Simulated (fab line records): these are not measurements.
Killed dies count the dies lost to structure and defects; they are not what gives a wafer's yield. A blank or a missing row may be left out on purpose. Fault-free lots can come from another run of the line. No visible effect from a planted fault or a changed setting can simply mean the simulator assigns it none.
The tool behind it: which one? -- flow nand-harc -- 12 lots, 36 wafers sampled, at 5 steps of a route of 1159

## WHAT THE GAUGES SHOWED, per wafer
NHARC_THIN_TSV_CD_MEAS_16. Usual: 1000.8 nm for cd-nm, sd 2.
lot,measured,on,cd-nm (nm),flag
L169,day 19 01:08,cd-sem-02,998.4 1001.5 1002.4,
L170,day 18 19:57,cd-sem-03,998.8 999.8 997.6,
L171,day 19 06:44,cd-sem-01,1003.2 1000.5 1002.6,
L172,day 19 08:03,cd-sem-01,998.4 1000.2 1000.2,
L173,day 19 09:16,cd-sem-03,1000.3 998.3 999.6,
L175,day 19 22:11,cd-sem-02,1002.6 1005.5 1002.0,
L177,day 20 11:37,cd-sem-03,1000.0 998.0,
L183,day 21 20:42,cd-sem-01,999.2 999.2 996.2,
L187,day 23 03:29,cd-sem-01,999.7 1001.6 1006.8,
L191,day 23 23:43,cd-sem-02,1001.8 1001.8 999.4,
L190,day 24 09:37,cd-sem-03,1001.2 1000.7 1000.0,
L192,day 25 10:53,cd-sem-02,1000.4 1001.7 1003.1,

NHARC_END_SORT_01. Usual: defect-limited-yield 95.6 %, standard deviation 1.4; killed-at-array 26, standard deviation 9; killed-at-other 0.8, standard deviation 1.2; killed-at-periphery 3.2, standard deviation 2.3; killed-dies 30, standard deviation 9.1; killed-open 3.5, standard deviation 2; killed-short 1.8, standard deviation 1.4; sort_bin_2_pct 1.4 %, standard deviation 0.59; sort_bin_3_pct 0.25 %, standard deviation 0.22; sort_bin_4_pct 2.8 %, standard deviation 0.91; sort-n-pass 647, standard deviation 9.1; sort-rim-yield-pct 95.4 %, standard deviation 3; sort-yield-pct 95.6 %, standard deviation 1.4.
lot,measured,on,defect-limited-yield (%),killed-at-array,killed-at-other,killed-at-periphery,killed-dies,killed-open,killed-short,sort_bin_2_pct (%),sort_bin_3_pct (%),sort_bin_4_pct (%),sort-n-pass,sort-rim-yield-pct (%),sort-yield-pct (%),flag
L177,day 21 02:12,prober-02,95.9 96.3 0,23 23 672,0 0 0,5 2 5,28 25 677,4 3 3,0 2 2,1.0 1.8 96.9,0 0.44 0.30,3.1 1.5 2.8,649 652 0,94.3 93.4 0,95.9 96.3 0,OFF

## EACH LOT AND THE TOOL THAT RAN IT (in order: tool; ch and the chambers of the sampled wafers; start)
lot,NHARC_A_M0_PVD_21,NHARC_THIN_TSV_ETCH_15,NHARC_THIN_TSV_PVD_51
L169,"pvd-sputter-02, day 17 18:38","rie-si-02 ch 1,2,3, day 19 00:59","pvd-sputter-01, no start"
L170,"pvd-sputter-02, day 17 19:25","rie-si-05 ch 0,2, day 18 19:49","pvd-sputter-03, no start"
L171,"pvd-sputter-01, day 18 03:04","rie-si-02 ch 1,3, day 19 06:35","pvd-sputter-02, no start"
L172,"pvd-sputter-02, day 18 03:14","rie-si-04 ch 0,2, day 19 07:55","pvd-sputter-03, no start"
L173,"pvd-sputter-02, day 18 03:35","rie-si-02 ch 0,2,3, day 19 09:08","pvd-sputter-03, no start"
L175,"pvd-sputter-01, day 18 19:38","rie-si-05 ch 0,1,3, day 19 22:04","pvd-sputter-03, no start"
L177,"pvd-sputter-02, day 19 11:23","rie-si-02 ch 0,2, day 20 11:28","pvd-sputter-01, day 21 02:12 or earlier"
L183,"pvd-sputter-03, day 20 19:08","rie-si-05 ch 1,2, day 21 20:33","pvd-sputter-02, no start"
L187,"pvd-sputter-03, day 22 00:30","rie-si-04 ch 0,1,3, day 23 03:22","pvd-sputter-02, no start"
L191,"pvd-sputter-01, day 23 01:31","rie-si-04 ch 1,2,3, day 23 23:35","pvd-sputter-03, no start"
L190,"pvd-sputter-02, day 23 01:38","rie-si-02 ch 0,1,2, day 24 09:28","pvd-sputter-02, no start"
L192,"pvd-sputter-01, day 24 10:10","rie-si-04 ch 1,3, day 25 10:45","pvd-sputter-03, no start"
- NHARC_A_M0_PVD_21: deposits Cu, target thk 30 nm, time 20.49 s.
- NHARC_THIN_TSV_ETCH_15: target depth 3000 nm, bosch target overetch cycles 2, bosch etch step 2.8 s.
- NHARC_THIN_TSV_PVD_51: deposits Cu, target thk 100 nm.

## AS READ BY THE TOOLS THEMSELVES (means over the sampled wafers that have a number; for cases with no such wafer, the mark the record gives instead)
NHARC_A_M0_PVD_21. Usual: chamber-pressure-pa 5.001 Pa, standard deviation 0.01; throttle-valve-pct 30.0 %, standard deviation 0.93.
lot,tool,chamber-pressure-pa (Pa),throttle-valve-pct (%),flag
L169,pvd-sputter-02,4.995,29.8,
L170,pvd-sputter-02,4.986,29.7,
L171,pvd-sputter-01,5.006,29.7,
L172,pvd-sputter-02,5.000,29.5,
L173,pvd-sputter-02,4.996,29.6,
L175,pvd-sputter-01,5.008,28.9,
L177,pvd-sputter-02,5.007,30.2,
L183,pvd-sputter-03,4.995,30.3,
L187,pvd-sputter-03,5.008,30.5,
L191,pvd-sputter-01,5.010,29.4,
L190,pvd-sputter-02,4.994,29.9,
L192,pvd-sputter-01,4.999,30.6,

NHARC_THIN_TSV_ETCH_15. Usual: 5.8 A for drypump-motor-current-A, sd 0.37.
lot,tool,drypump-motor-current-A (A),flag
L169,rie-si-02,6.1,
L170,rie-si-05,5.6,
L171,rie-si-02,5.7,
L172,rie-si-04,5.3,
L173,rie-si-02,5.9,
L175,rie-si-05,6.0,
L177,rie-si-02,5.9,
L183,rie-si-05,5.7,
L187,rie-si-04,5.6,
L191,rie-si-04,5.7,
L190,rie-si-02,6.0,
L192,rie-si-04,5.8,

NHARC_THIN_TSV_PVD_51. Usual: chamber-pressure-pa 5.000 Pa, standard deviation 0.01; throttle-valve-pct 30.1 %, standard deviation 0.95.
lot,tool,chamber-pressure-pa (Pa),throttle-valve-pct (%),flag
L169,pvd-sputter-01,4.998,30.6,
L170,pvd-sputter-03,5.003,31.0,
L171,pvd-sputter-02,5.005,29.9,
L172,pvd-sputter-03,5.006,30.6,
L173,pvd-sputter-03,5.008,30.5,
L175,pvd-sputter-03,5.008,30.7,
L177,pvd-sputter-01,5.008,28.9,
L183,pvd-sputter-02,5.009,30.1,
L187,pvd-sputter-02,4.993,30.9,
L191,pvd-sputter-03,4.988,30.4,
L190,pvd-sputter-02,5.009,30.3,
L192,pvd-sputter-03,5.002,30.5,

## THE ANSWER, worked out from the rows above alone
Rule: a lot is off if the mean of its wafers that have a number lies more than 3 standard deviations from the usual mean. Also off: a lot with no number at a reading for which 4 or more lots have one. All remaining lots with rows at the step are treated as sound. First the gauges in route order, then the tools' own readings, where a lot's mean is used as printed above. At the first step where some lot is off, the reading lying furthest off is the one used; lots without a number count as furthest.
Off: L177 (NHARC_END_SORT_01, sort_bin_2_pct). Neither off nor sound, because the step has no rows for them: L169, L170, L171, L172, L173, L175, L183, L187, L191, L190, L192.
If a tool, at a process step before that reading, ran all the lots that are off and no sound lot after the first of them, it fits. Gauges at NHARC_END_SORT_01: tried the same way as those tools. NHARC_THIN_TSV_PVD_51: start missing for some lots; hours and lot order therefore follow NHARC_END_SORT_01. Can't be told from this: 4 tools fit, pvd-sputter-02 at NHARC_A_M0_PVD_21, rie-si-02 at NHARC_THIN_TSV_ETCH_15, pvd-sputter-01 at NHARC_THIN_TSV_PVD_51, prober-02 at NHARC_END_SORT_01.

## WHAT HAD BEEN PUT IN BY THE SIMULATOR
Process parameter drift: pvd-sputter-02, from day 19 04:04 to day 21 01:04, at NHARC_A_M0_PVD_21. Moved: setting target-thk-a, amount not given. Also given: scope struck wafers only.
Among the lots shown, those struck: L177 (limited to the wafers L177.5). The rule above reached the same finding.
